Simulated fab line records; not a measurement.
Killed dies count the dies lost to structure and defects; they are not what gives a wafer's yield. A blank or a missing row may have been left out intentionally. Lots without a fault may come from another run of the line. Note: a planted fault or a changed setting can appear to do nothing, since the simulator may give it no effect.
Chamber matching | flow nand-harc | cmp-02 running NHARC_P_M0_CMP_23: 4 sister chambers
The step polishes, t overpolish 20 s, target thk 117.53 nm. 16 wafers are shown with their chamber, then 8 later ones without.

== WAFERS, EACH WITH ITS CHAMBER ==
wafer  | chamber | motor-current-A (A) | time-to-endpoint-s (s)
L074.3 | 3       | 12.2                | 28.2
L074.4 | 0       | 12.7                | 27.1
L074.6 | 3       | 11.7                | 27.1
L078.2 | 2       | 13.2                | 24.5
L078.5 | 1       | 11.6                | 28.1
L078.6 | 2       | 13.0                | 28.3
L080.2 | 1       | 12.6                | 30.6
L080.3 | 2       | 12.7                | 29.4
L080.5 | 3       | 12.7                | 30.7
L087.1 | 0       | 12.8                | 30.6
L087.3 | 2       | 12.9                | 30.8
L087.5 | 0       | 12.7                | 32.3
L088.3 | 0       | 12.3                | 29.5
L088.4 | 3       | 11.1                | 30.1
L088.6 | 2       | 12.7                | 28.5
L090.1 | 2       | 12.8                | 27.2

SIGNATURES (means of the wafers above)
reading            | chamber 0 | chamber 1 | chamber 2 | chamber 3 | scatter within a chamber
motor-current-A    | 12.625    | 12.100    | 12.883    | 11.925    | 0.432
time-to-endpoint-s | 29.875    | 29.350    | 28.117    | 29.025    | 2.01
Rule: for a wafer and a chamber, the distance is found by dividing, reading by reading, the gap between the wafer's reading and the chamber's mean by the reading's scatter, squaring, summing and taking the root. The wafer belongs to the nearest chamber; if the next one is less than 2 further off, it can't be placed. The scatter: the root of (the sum of the squares of (reading less its chamber's mean) over the shown wafers, divided by (wafers less chambers)).

== WAFERS WITH NO CHAMBER GIVEN ==
wafer  | motor-current-A (A) | time-to-endpoint-s (s)
L090.2 | 11.9                | 32.2
L090.6 | 12.3                | 32.7
L092.2 | 12.1                | 26.4
L092.3 | 12.7                | 27.8
L092.6 | 11.9                | 27.1
L096.1 | 12.6                | 26.9
L096.3 | 11.5                | 28.2
L096.4 | 12.0                | 28.3

== WHICH CHAMBER EACH WENT THROUGH ==
wafer  | from the rows above               | in truth
L090.2 | can't be placed: 1 or 3 or 0 or 2 | 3
L090.6 | can't be placed: 0 or 1 or 3 or 2 | 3
L092.2 | can't be placed: 3 or 1 or 2 or 0 | 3
L092.3 | can't be placed: 2 or 0 or 1 or 3 | 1
L092.6 | can't be placed: 3 or 1 or 0 or 2 | 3
L096.1 | can't be placed: 2 or 0 or 1 or 3 | 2
L096.3 | can't be placed: 3 or 1 or 0      | 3
L096.4 | can't be placed: 3 or 1 or 0 or 2 | 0
Placed correctly: 0 of 8. These rows do not allow placing 8 (true chamber among the candidates in 8). 0 placed wrongly.
